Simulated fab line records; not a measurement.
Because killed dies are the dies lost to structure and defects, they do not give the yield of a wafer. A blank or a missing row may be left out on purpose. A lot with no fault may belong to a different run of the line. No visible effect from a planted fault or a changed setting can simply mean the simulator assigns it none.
fab line records	flow n5_finfet
record lots=5	wafers=15	last_day=19
route steps=1938 shown BEOL_M1@816 BEOL_M2@841 PASSIVATION@1936
lots that met no fault: taken from a fault-free run of the same line
start_h: hours from the record's first day to the start of the lot's first wafer shown	wait_h: how many hours have passed since the lot's step before this one	" same as the row above	L1.1+2: one row covering several wafers at once	- either no value or no given start	* or withheld: withheld	< > ~ a bound
route shown NAME@n: NAME is a module with steps in the file, n the number in the route of the first one	usual: mean and standard deviation over wafers with no fault	same: alike in all rows	chamber/n: place in a boat	sites: readings site by site	_std_site: the standard deviation of these	_edge_site: inner sites' mean taken away from outer sites' mean	radius_mm: how far each site lies from the wafer's centre	mask NAME#n: copy n	behind: the most recent tool/chamber to have shaped the wafer	hold: reason for holding the lot/hours on hold/outcome of the hold	device: the n, p or np transistor that did not switch	end of line: tests run on the same wafers once the route is complete	where a step has no rows: the recipe by itself	killed: the dies lost at the first sort to structure and to defects; this is not the yield of the wafer	map: a wafer's dies, x killed, . not, _ none there
set.NAME: the setting as run; set.NAME@STEP: as run at that earlier step	model.NAME: the simulator's own value behind a step, which no gauge read
lots at some steps of the route; a table a step, a row a wafer
services: when a tool's chamber went out of use (start_h, in hours from the record's first day, below 0 if earlier), for how many hours, and the reason
## steps
# step N5_BEOL_M1_SPUTTER_79
# recipe material=Cu	target_thk_a=45	temp_c=-20	chamber_pressure_pa=0.07	power_w=withheld	time_s=8.29
# step N5_BEOL_M1_ANNEAL_80
# recipe temp_c=400	time_s=240	ambient=vacuum
# step N5_BEOL_M1_SPUTTER_81
# recipe material=Cu	target_thk_a=45	temp_c=-20	chamber_pressure_pa=0.07	power_w=withheld	time_s=8.29
# step N5_BEOL_M1_ANNEAL_82
# recipe temp_c=400	time_s=240	ambient=vacuum
# step N5_BEOL_M1_SPUTTER_86
# recipe material=Cu	target_thk_a=45	temp_c=-20	chamber_pressure_pa=0.07	power_w=withheld	time_s=8.29
# usual substrate_temp_c=-20.00/0.11	throttle_valve_pct=30.1/1.4
lot.wafer	tool	chamber	start_h	wait_h	substrate_temp_c	throttle_valve_pct
L740.1	pvd_sputter-01	-	149.64	0.1	-19.99	29.3
L740.4	"	-	"	"	-20.24	30.4
L740.6	"	-	"	"	-20.04	31.3
L742.2	pvd_sputter-03	-	160.43	0.1	-20.24	28.0
L742.3	"	-	"	"	-19.95	30.7
L742.5	"	-	"	"	-19.84	30.6
L746.2	pvd_sputter-02	-	189.52	0.1	-20.00	30.1
L746.3	"	-	"	"	-19.88	31.2
L746.5	"	-	"	"	-19.89	31.0
L751.1	pvd_sputter-01	-	206.93	0.1	-19.79	30.4
L751.2	"	-	"	"	-19.99	29.7
L751.6	"	-	"	"	-19.78	33.1
L761.2	pvd_sputter-03	-	270.84	0.1	-20.09	28.3
L761.4	"	-	"	"	-20.08	29.8
L761.5	"	-	"	"	-20.13	30.0
# step N5_BEOL_M1_ANNEAL_87
# recipe temp_c=400	time_s=240	ambient=vacuum
# step N5_BEOL_M1_SPUTTER_88
# recipe material=Cu	target_thk_a=45	temp_c=-20	chamber_pressure_pa=0.07	power_w=withheld	time_s=8.29
# step N5_BEOL_M1_ANNEAL_89
# recipe temp_c=400	time_s=240	ambient=vacuum
# step N5_BEOL_M1_SPUTTER_90
# recipe material=Cu	target_thk_a=45	temp_c=-20	chamber_pressure_pa=0.07	power_w=withheld	time_s=8.29
# step N5_BEOL_M1_ANNEAL_91
# recipe temp_c=400	time_s=240	ambient=vacuum
# usual heater_power_w=781/88
lot.wafer	tool	chamber	start_h	wait_h	heater_power_w
L740.1	pvd_sputter-01	-	150.16	0.0	934
L740.4	"	-	"	"	739
L740.6	"	-	"	"	672
L742.2	pvd_sputter-03	-	160.95	0.0	849
L742.3	"	-	"	"	765
L742.5	"	-	"	"	749
L746.2	pvd_sputter-02	-	190.04	0.0	736
L746.3	"	-	"	"	661
L746.5	"	-	"	"	633
L751.1	pvd_sputter-01	-	207.45	0.0	764
L751.2	"	-	"	"	949
L751.6	"	-	"	"	876
L761.2	pvd_sputter-03	-	271.36	0.0	837
L761.4	"	-	"	"	768
L761.5	"	-	"	"	752
# step N5_BEOL_M1_SPUTTER_92
# recipe material=Cu	target_thk_a=45	temp_c=-20	chamber_pressure_pa=0.07	power_w=withheld	time_s=8.29
# step N5_BEOL_M1_ANNEAL_93
# recipe temp_c=400	time_s=240	ambient=vacuum
# step N5_BEOL_M1_SPUTTER_94
# recipe material=Cu	target_thk_a=45	temp_c=-20	chamber_pressure_pa=0.07	power_w=withheld	time_s=8.29
# usual substrate_temp_c=-19.99/0.1	throttle_valve_pct=30.1/1.4
lot.wafer	tool	chamber	start_h	wait_h	substrate_temp_c	throttle_valve_pct
L740.1	pvd_sputter-01	-	150.52	0.1	-19.96	29.5
L740.4	"	-	"	"	-19.89	30.4
L740.6	"	-	"	"	-19.77	31.4
L742.2	pvd_sputter-03	-	161.31	0.1	-19.92	28.3
L742.3	"	-	"	"	-20.12	30.8
L742.5	"	-	"	"	-20.06	30.6
L746.2	pvd_sputter-02	-	190.40	0.1	-19.80	29.9
L746.3	"	-	"	"	-20.06	30.9
L746.5	"	-	"	"	-19.89	30.8
L751.1	pvd_sputter-01	-	207.81	0.1	-19.75	30.6
L751.2	"	-	"	"	-20.05	29.4
L751.6	"	-	"	"	-20.04	33.4
L761.2	pvd_sputter-03	-	271.72	0.1	-20.12	27.7
L761.4	"	-	"	"	-20.00	29.7
L761.5	"	-	"	"	-19.95	29.8
# step N5_BEOL_M1_ANNEAL_95
# recipe temp_c=400	time_s=240	ambient=vacuum
# usual heater_power_w=783/88
lot.wafer	tool	chamber	start_h	wait_h	heater_power_w
L740.1	pvd_sputter-01	-	150.60	0.0	952
L740.4	"	-	"	"	736
L740.6	"	-	"	"	665
L742.2	pvd_sputter-03	-	161.39	0.0	829
L742.3	"	-	"	"	746
L742.5	"	-	"	"	750
L746.2	pvd_sputter-02	-	190.48	0.0	748
L746.3	"	-	"	"	657
L746.5	"	-	"	"	644
L751.1	pvd_sputter-01	-	207.89	0.0	748
L751.2	"	-	"	"	967
L751.6	"	-	"	"	890
L761.2	pvd_sputter-03	-	271.80	0.0	831
L761.4	"	-	"	"	746
L761.5	"	-	"	"	766
# step N5_BEOL_M1_SPUTTER_96
# recipe material=Cu	target_thk_a=45	temp_c=-20	chamber_pressure_pa=0.07	power_w=withheld	time_s=8.29
# step N5_BEOL_M1_ECD_50
# recipe material=Cu	target_thk_a=3000
# step N5_BEOL_M1_ANNEAL_51
# recipe temp_c=225	time_s=90	ambient=N2
# step N5_BEOL_M1_CMP_52
# recipe stop_on=SiOC	t_overpolish_s=6.8	down_force_psi=1	platen_rpm=50	clearing_platen_down_force_psi=1.5	clearing_platen_rpm=50	post_cmp_clean=cu_alkaline	target_thk_nm=40	clearing_platen_pad_velocity_m_s=0.99484	pad_velocity_m_s=0.99484
# usual barrier_field_endpoint_s=24.8/0.66	clearing_platen_rpm=50.005/0.023	motor_current_A=6.0/0.53	overpolish_run_s=6.801/0.0097	time_to_endpoint_s=61/3.2
lot.wafer	tool	chamber	start_h	wait_h	barrier_field_endpoint_s	clearing_platen_rpm	motor_current_A	overpolish_run_s	time_to_endpoint_s
L740.4	cmp-01	1	151.31	0.2	25.9	49.997	5.8	6.788	66
L740.1	"	2	"	"	24.9	50.001	6.1	6.793	60
L740.6	"	0	"	"	25.9	50.028	5.8	6.796	63
L742.2	cmp-03	0	162.21	0.4	24.5	49.996	5.0	6.801	61
L742.3	"	3	"	"	24.6	49.988	5.8	6.803	65
L742.5	"	1	"	"	24.4	49.992	5.3	6.810	62
L746.2	cmp-03	1	191.19	0.3	24.3	50.040	5.3	6.817	61
L746.3	"	2	"	"	24.7	49.993	6.5	6.809	60
L746.5	"	0	"	"	24.6	49.969	5.0	6.808	61
L751.1	cmp-03	3	208.53	0.3	25.9	50.018	5.7	6.799	66
L751.2	"	1	"	"	25.4	50.004	5.6	6.806	60
L751.6	"	3	"	"	25.6	50.004	5.7	6.815	64
L761.2	cmp-02	2	272.47	0.2	24.9	50.004	6.5	6.781	60
L761.4	"	0	"	"	24.6	49.989	6.9	6.794	58
L761.5	"	2	"	"	25.0	50.006	6.6	6.793	61
# step N5_BEOL_M1_PRE_CLEAN_60
# recipe gas=NH3/H2	time_s=15	temp_c=*	rf_power_w=300
# step N5_BEOL_M1_CO_CAP_55
# recipe material=Co	target_thk_a=20	temp_c=200	precursor=CCTBA/H2	pressure_torr=30	time_s=102.1
# step N5_BEOL_M1_PRE_CLEAN_56
# recipe gas=NH3	time_s=15	temp_c=withheld	rf_power_w=300
# step N5_BEOL_M1_DEP_57
# recipe material=SiCN	target_thk_a=80	temp_c=withheld	precursor=3MS/NH3	pressure_torr=3	rf_w=202	time_s=14
# usual showerhead_plenum_p_Torr=3.666/0.013	throttle_valve_pct=9.1/0.64
lot.wafer	tool	chamber	start_h	wait_h	showerhead_plenum_p_Torr	throttle_valve_pct
L740.1	pecvd-03	0	151.72	0.0	3.675	10.3
L740.4	"	2	"	"	3.666	8.2
L740.6	"	0	"	"	3.686	10.5
L742.2	pecvd-01	2	162.82	0.1	3.679	9.8
L742.3	"	2	"	"	3.679	9.8
L742.5	"	2	"	"	3.675	9.6
L746.2	pecvd-03	2	191.68	0.0	3.667	8.5
L746.3	"	0	"	"	3.673	10.4
L746.5	"	0	"	"	3.662	10.3
L751.1	pecvd-01	0	209.03	0.0	3.684	8.6
L751.2	"	1	"	"	3.656	8.3
L751.6	"	0	"	"	3.676	8.9
L761.2	pecvd-03	2	272.92	0.0	3.683	8.5
L761.4	"	2	"	"	3.681	8.6
L761.5	"	0	"	"	3.675	10.2
# step N5_BEOL_M1_RS_MEAS_58
# recipe thk_meas_gauge=four-point-probe	reads=Co_of_BEOL_M1_CO_CAP_55+Cu_of_BEOL_M1_ECD_50+Co_of_BEOL_M1_CVD_47+TaN_of_BEOL_M1_ALD_84
# usual M1_RS=0.67/0.034
lot.wafer	tool	chamber	start_h	wait_h	M1_RS[ohm/sq]
L740.1	film_metro-02	-	151.79	0.0	0.70
L740.4	"	-	"	"	0.61
L740.6	"	-	"	"	0.66
L742.2	film_metro-01	-	162.94	0.1	0.72
L742.3	"	-	"	"	0.66
L742.5	"	-	"	"	0.69
L746.2	film_metro-01	-	191.75	0.1	0.70
L746.3	"	-	"	"	0.68
L746.5	"	-	"	"	0.70
L751.1	film_metro-02	-	209.11	0.1	0.64
L751.2	"	-	"	"	0.69
L751.6	"	-	"	"	0.62
L761.2	film_metro-01	-	272.99	0.1	0.69
L761.4	"	-	"	"	0.68
L761.5	"	-	"	"	0.68
# step N5_BEOL_M2_ILD_DEP_00
# recipe material=SiOC	target_thk_a=790	temp_c=350	precursor=DEMS/O2	pressure_torr=5	rf_w=500	time_s=15.3
# step N5_BEOL_M2_THK_MEAS_01
# recipe reads=SiOC_of_BEOL_M2_ILD_DEP_00
# usual M2_ILD_THK=78.9/0.99
lot.wafer	tool	chamber	start_h	wait_h	M2_ILD_THK[nm]
L740.1	film_metro-02	-	151.92	0.0	78.0
L740.4	"	-	"	"	78.6
L740.6	"	-	"	"	78.9
L742.2	film_metro-01	-	163.07	0.1	80.1
L742.3	"	-	"	"	78.6
L742.5	"	-	"	"	80.1
L746.2	film_metro-01	-	191.88	0.1	78.0
L746.3	"	-	"	"	77.9
L746.5	"	-	"	"	79.8
L751.1	film_metro-01	-	209.24	0.0	79.5
L751.2	"	-	"	"	78.7
L751.6	"	-	"	"	79.8
L761.2	film_metro-01	-	273.12	0.1	79.4
L761.4	"	-	"	"	78.8
L761.5	"	-	"	"	79.3
# step N5_BEOL_M2_PECVD_72
# recipe material=SiO2	target_thk_a=160	temp_c=400	precursor=TEOS/O2	pressure_torr=5.5	rf_w=450	teos_flow_sccm=53.8	gas=O2	flow_sccm=3000	time_s=18
# step N5_BEOL_M2_HM_DEP_02
# recipe material=TiN	target_thk_a=200	temp_c=25	chamber_pressure_pa=0.49996
# step N5_BEOL_M2_COAT_61
# recipe resist=SOC	temp_c=250	time_s=60	spin_rpm=1500	resist_thk_nm=60
# step N5_BEOL_M2_COAT_62
# recipe resist=SiARC	temp_c=220	time_s=60	spin_rpm=1500	resist_thk_nm=12
# step N5_BEOL_M2_COAT_73
# recipe resist=underlayer	temp_c=205	time_s=60	spin_rpm=1500	resist_thk_nm=5
# step N5_BEOL_M2_COAT_05
# recipe resist=CAR-EUV	spin_rpm=1500	resist_thk_nm=30
# step N5_BEOL_M2_EBR_07
# recipe solvent=PGMEA	ebr_width_mm=1.5
# step N5_BEOL_M2_SOFTBAKE_06
# recipe temp_c=110	time_s=60	resist=CAR-EUV
# step N5_BEOL_M2_EXPOSE_08
# recipe mask_id=M2	na=0.33	source_shape=dipole	sigma_inner=0.369	sigma_outer=0.767	polarization=unpolarized	dose_mj=41.25
# step N5_BEOL_M2_PEB_09
# recipe peb_temp_c=100	peb_time_s=60	resist=CAR-EUV
# step N5_BEOL_M2_DEVELOP_10
# recipe develop_time_s=30	developer=TMAH	resist=CAR-EUV	rinse_liquid=surfactant_rinse	dry=air_spin	dev_temp_c=23
# step N5_BEOL_M2_CD_MEAS_11
# recipe target_cd_nm=16.79	landing_energy_ev=500	detector=se_inlens	polarity=opening
# usual cd_nm=16.84/0.3
lot.wafer	tool	chamber	start_h	wait_h	cd_nm
L740.1	cd_sem-03	0	154.53	-	17.22
L740.4	"	0	"	"	16.59
L740.6	"	0	"	"	17.03
L742.2	cd_sem-02	0	165.89	-	17.25
L742.3	"	0	"	"	16.76
L742.5	"	0	"	"	16.88
L746.2	cd_sem-03	0	193.16	-	16.96
L746.3	"	0	"	"	16.41
L746.5	"	0	"	"	16.67
L751.1	cd_sem-02	0	210.45	-	16.98
L751.2	"	0	"	"	16.99
L751.6	"	0	"	"	16.81
L761.2	cd_sem-02	0	273.74	-	16.85
L761.4	"	0	"	"	17.52
L761.5	"	0	"	"	17.11
# step N5_BEOL_M2_OVL_MEAS_12
# recipe points_per_wafer=522
# usual M2_OVL=-0.2/0.6
# same points_per_wafer=522
lot.wafer	tool	chamber	start_h	wait_h	M2_OVL[nm]
L740.1	overlay-02	0	154.56	0.0	0.2
L740.4	"	0	"	"	-0.7
L740.6	"	0	"	"	0.2
L742.2	overlay-01	0	165.92	0.0	0.2
L742.3	"	0	"	"	-0.9
L742.5	"	0	"	"	0.3
L746.2	overlay-02	0	193.20	0.0	0.6
L746.3	"	0	"	"	-0.4
L746.5	"	0	"	"	-0.1
L751.1	overlay-02	0	210.48	0.0	1.2
L751.2	"	0	"	"	1.3
L751.6	"	0	"	"	0.0
L761.2	overlay-02	0	273.77	0.0	-0.1
L761.4	"	0	"	"	-0.7
L761.5	"	0	"	"	-0.4
# step N5_BEOL_M2_DESCUM_16
# recipe chemistry=O2	time_s=7	source_power_w=50	bias_power_w=20	pressure_mtorr=20	rf_frequency_hz=2.712e+07	temp_c=40	resist=CAR-EUV	o2_flow_sccm=225
# step N5_PASSIVATION_PROBE_49
# usual defect_limited_yield=91.0/1.4	killed_at_M0_to_M3=33/11	killed_at_M4_up=14/5	killed_at_contacts=11/7.3	killed_at_front_end=43/12	killed_at_other=4/3.1	killed_dies=106/17	killed_on_rim=14/3.8	killed_open=69/13	killed_short=34/8.7	sort_bin_5_function=5.2/0.96	sort_bin_6_memory=3.3/0.66	sort_n_pass=1074/17	sort_yield_pct=91.0/1.4
# same gross_dies=1180	killed_at_back_side=0	sort_bin_4_leakage[%]=0	sort_bin_8_speed[%]=0
lot.wafer	tool	chamber	start_h	wait_h	defect_limited_yield[%]	killed_at_M0_to_M3	killed_at_M4_up	killed_at_contacts	killed_at_front_end	killed_at_other	killed_dies	killed_on_rim	killed_open	killed_short	sort_bin_5_function[%]	sort_bin_6_memory[%]	sort_n_pass	sort_yield_pct[%]
L742.2	prober-01	-	336.61	0.1	90.2	37	15	15	47	2	116	24	80	36	5.8	3.8	1064	90.2
L742.3	prober-01	-	336.66	0.1	90.1	33	9	13	55	7	117	20	69	42	4.8	4.3	1063	90.1
L742.5	prober-01	-	336.76	0.2	90.8	35	8	15	48	3	109	13	84	24	5.4	3.7	1071	90.8
L746.2	prober-01	-	357.81	0.1	90.6	46	8	5	44	8	111	15	72	39	5.6	3.6	1069	90.6
L746.3	prober-01	-	357.86	0.1	91.2	39	19	3	34	9	104	15	60	38	4.7	3.3	1076	91.2
L746.5	prober-01	-	357.96	0.2	90.4	38	13	6	50	6	113	13	55	53	4.9	3.8	1067	90.4
L751.2	prober-02	-	384.33	0.1	83.3	129	6	9	49	4	197	30	74	31	9.7	4.4	983	83.3
# killed by level:class
L742.2 FIN_SAQP:geometric_particle:short=14 BEOL_M3:geometric_particle:open=12 MOL_CONTACT_COAG:geometric_particle:open=11 BEOL_M1:geometric_particle:open=10 BEOL_M5:geometric_particle:open=7 DUMMY_GATE:geometric_particle:open=6 BEOL_M0_SAQP:geometric_particle:open=6 FIN_SAQP:geometric_particle:open=5
L742.3 STI_FIN_REVEAL:geometric_particle:open=19 FIN_SAQP:geometric_particle:short=10 MOL_CONTACT_COAG:geometric_particle:open=10 BEOL_M0_SAQP:geometric_particle:short=6 BEOL_M2:geometric_particle:open=6 BEOL_M1:geometric_particle:open=5 HKMG_FIN:area_etch=5 DUMMY_GATE:geometric_particle:open=4
L742.5 STI_FIN_REVEAL:geometric_particle:open=16 MOL_CONTACT_COAG:geometric_particle:open=15 FIN_SAQP:geometric_particle:open=13 BEOL_M3:geometric_particle:open=8 BEOL_M0_SAQP:geometric_particle:short=7 FIN_SAQP:geometric_particle:short=6 BEOL_M1:geometric_particle:open=5 BEOL_M0_SAQP:geometric_particle:open=5
L746.2 FIN_SAQP:geometric_particle:open=13 BEOL_M0_SAQP:geometric_particle:short=11 BEOL_M0:geometric_particle:open=11 FIN_SAQP:geometric_particle:short=10 BEOL_M2:geometric_particle:open=9 BEOL_M0_SAQP:geometric_particle:open=7 BEOL_M5:geometric_particle:open=5 PAD_METAL:geometric_particle:open=5
L746.3 BEOL_M0_SAQP:geometric_particle:short=9 FIN_SAQP:geometric_particle:short=8 BEOL_M0_SAQP:geometric_particle:open=8 BEOL_M4:geometric_particle:open=8 BEOL_M1:geometric_particle:open=7 STI_FIN_REVEAL:geometric_particle:open=6 HKMG_FIN:area_etch=5 BEOL_M1:geometric_particle:short=4
L746.5 BEOL_M0_SAQP:geometric_particle:short=15 FIN_SAQP:geometric_particle:open=8 BEOL_M1:geometric_particle:open=8 FIN_SAQP:geometric_particle:short=7 BEOL_M4:geometric_particle:open=7 ILD0:geometric_particle:short=6 HKMG_FIN:area_etch=5 DUMMY_GATE:geometric_particle:open=4
L751.2 BEOL_M1:unspecified=86 BEOL_M0_SAQP:geometric_particle:open=18 FIN_SAQP:geometric_particle:open=17 BEOL_M0_SAQP:geometric_particle:short=17 STI_FIN_REVEAL:geometric_particle:open=15 MOL_CONTACT_COAG:geometric_particle:open=9 FIN_SAQP:geometric_particle:short=6 HKMG_FIN:area_etch=4
# map L751.2 (x killed, . not)
_________________x...........________________
______________........x........x_____________
___________...................x....__________
__________.........................._________
________................xx...........x_______
_______..............x...xx...xxx......______
______............x......x.......xx....._____
_____.x.x..x......xx..xx...............x.____
____...x..x...x.......x...............x...___
___.x.x.x......xx.x........................__
___xx................x.....x..xx..........x__
__xxxxx.x..x.x.x..........x...xx...x..x....._
__xxxxx.xx.......................x.........._
_xxxxxxxx......x............x................
_xxxxxxxxx.............x....x..............x.
_xxxxxxxxxx...x.......xx......x............x.
_xxxxxxxx.x............x.............x.....x.
_xxxxxxxxxx................................xx
_xxxxxxxx.x....x.....x.x.....................
_xxxxxx.x..x............x....................
_.xxxxxx.....................x..x..x.........
__xxxxxx.......x............................_
__x..........x......x.................x....._
___....x..................x............x..x__
___...............................xx.......__
____................................x.....___
_____............x.......x............x..____
______x......x........x.....x.x..x......_____
_______..x..............x..............______
________..............x......x.......x_______
__________x...xx......xx.x.........._________
___________........................__________
______________.................._____________
_________________x.........xx________________
# map L740.4 (x killed, . not)
_________________............________________
______________.................._____________
___________..........x.............__________
__________...........x.x..........xx_________
________.x........................xx.._______
_______..........x.......x.............______
______x..x.....x......x............x...._____
_____x..........xx.x....x...x......x.....____
____.x........x.......x..x........x.......___
___.x....................x...x....x...x...x__
___................................x.......__
__........x..........x...............x......_
__.x..............x...........xx.x....x...x._
_x.....x...x...........x....x.............x..
_.........x..................................
_...x...x...............x..............x.....
_..............x...........x..x............x.
_................x.x..x.............x........
_...............................x.........x..
_.........................x..x......x......xx
_..x..x................................x.x...
__................x...............x..x......_
__..........x...x.x.x.........x..........x.._
___........................x......x........__
___.......x...x...x.......x.....x.x.x......__
____...x..................................___
_____..........x.............x...........____
______................x......x.........._____
_______...x............................______
________.........x......x............._______
__________.....x.............x....x._________
___________....x....x..x...........__________
______________.x........x......._____________
_________________.....x......________________
## services
tool	chamber	start_h	hours	kind
cmp-03	-	128.98	12.4	pm
pecvd-03	2	142.11	7.6	repair
cmp-01	-	149.83	0.3	repair
pecvd-03	-	154.55	6.0	pm
pecvd-01	0	157.27	29.6	repair
cmp-02	-	158.84	4.6	pm
pecvd-01	1	162.53	5.0	scheduled_down
cmp-02	-	164.31	1.0	repair
cmp-03	-	168.02	4.0	pm
cmp-03	-	172.02	-	consumable_replace:conditioner
cmp-03	-	172.02	-	consumable_replace:pad
cmp-01	-	178.30	3.8	pm
pecvd-01	-	180.22	1.5	repair
cmp-01	-	184.37	8.5	repair
pecvd-03	0	192.22	5.5	scheduled_down
pecvd-01	2	202.38	-	clean
pecvd-01	2	202.38	-	consumable_replace:showerhead
pecvd-01	2	202.38	29.0	scheduled_down
pecvd-01	2	202.38	29.0	vent_cycle
cmp-03	-	211.86	0.5	repair
cmp-02	-	212.65	4.0	pm
cmp-02	-	216.65	-	consumable_replace:conditioner
cmp-02	-	216.65	-	consumable_replace:pad
cmp-02	-	253.81	1.8	repair
## key
first_sign step=N5_PASSIVATION_PROBE_49	reading=killed_at_M0_to_M3	direction=up	sigmas=8.9	usual=33	struck=129
effect step=N5_PASSIVATION_PROBE_49	reading=defect_limited_yield	direction=down	sigmas=5.4	usual=91.0	struck=83.3
more_kills_born_at N5_BEOL_M1_SPUTTER_94@pvd_sputter-01=86
met_at N5_BEOL_M1_SPUTTER_94
struck_wafers L751.2
onset_between 150.52 207.81
fault kind=chamber_particle_source	tool=pvd_sputter-01	chamber=-	onset_h=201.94	steps=N5_BEOL_M1_SPUTTER_94	rate_per_visit_cm2=0.78691	end_h=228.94	scope=struck_wafers_only
